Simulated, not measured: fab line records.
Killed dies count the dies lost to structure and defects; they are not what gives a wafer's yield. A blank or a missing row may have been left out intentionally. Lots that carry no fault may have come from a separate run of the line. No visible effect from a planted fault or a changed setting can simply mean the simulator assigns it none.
Matching of chambers | flow n5 finfet | 3 sister chambers for N5_BEOL_M10_DEP_56 on pecvd-04
The step deposits SiCN from 3MS/NH3, target thk 15 nm, time 26.5 s. 14 wafers are shown with their chamber, then 7 later ones without.

## WAFERS WITH THEIR CHAMBER
wafer  | chamber | throttle valve pct (%) | showerhead plenum p Torr (Torr) | chamber pressure Torr (Torr)
L644.1 | 0       | 8.2                    | 3.665                           | 2.992
L644.3 | 1       | 9.5                    | 3.680                           | 2.989
L644.5 | 0       | 8.5                    | 3.669                           | 3.002
L645.2 | 2       | 8.1                    | 3.659                           | 3.005
L645.3 | 0       | 8.4                    | 3.669                           | 2.993
L645.5 | 2       | 8.2                    | 3.667                           | 2.987
L647.2 | 1       | 9.2                    | 3.668                           | 3.010
L647.4 | 2       | 8.3                    | 3.664                           | 2.995
L647.6 | 0       | 8.5                    | 3.666                           | 2.998
L660.1 | 0       | 8.4                    | 3.659                           | 3.006
L660.3 | 2       | 8.1                    | 3.673                           | 3.006
L660.5 | 0       | 8.5                    | 3.659                           | 2.999
L663.1 | 1       | 9.6                    | 3.680                           | 2.993
L663.5 | 2       | 8.1                    | 3.662                           | 2.996

SIGNATURES (means of the wafers above)
reading                  | chamber 0 | chamber 1 | chamber 2 | scatter within a chamber
throttle valve pct       | 8.417     | 9.433     | 8.160     | 0.13
showerhead plenum p Torr | 3.66450   | 3.67600   | 3.66500   | 0.00534
chamber pressure Torr    | 2.99833   | 2.99733   | 2.99780   | 0.00761
Rule: a wafer lies at a distance from a chamber equal to the root of the sum of squares, over the readings, of (its reading less the chamber's mean, divided by the reading's scatter). The wafer belongs to the nearest chamber; if the next one is less than 2 further off, it can't be placed. The scatter: the root of (the sum of the squares of (reading less its chamber's mean) over the shown wafers, divided by (wafers less chambers)).

## WAFERS MISSING THEIR CHAMBER
wafer  | throttle valve pct (%) | showerhead plenum p Torr (Torr) | chamber pressure Torr (Torr)
L663.6 | 8.5                    | 3.667                           | 2.989
L661.1 | 8.5                    | 3.657                           | 3.003
L661.2 | 8.7                    | 3.658                           | 2.998
L661.6 | 9.7                    | 3.680                           | 3.003
L666.1 | 9.4                    | 3.671                           | 3.003
L666.3 | 8.7                    | 3.670                           | 3.003
L666.5 | 8.2                    | 3.663                           | 2.999

## CHAMBER TAKEN BY EACH
wafer  | from the rows above     | in truth
L663.6 | can't be placed: 0 or 2 | 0
L661.1 | can't be placed: 0 or 2 | 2
L661.2 | can't be placed: 0 or 2 | 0
L661.6 | 1                       | 1
L666.1 | 1                       | 1
L666.3 | can't be placed: 0 or 2 | 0
L666.5 | can't be placed: 2 or 0 | 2
2 of 7 placed correctly. From these rows, 5 cannot be placed; in 5 the true chamber is one of the candidates. Wrongly placed: 0.
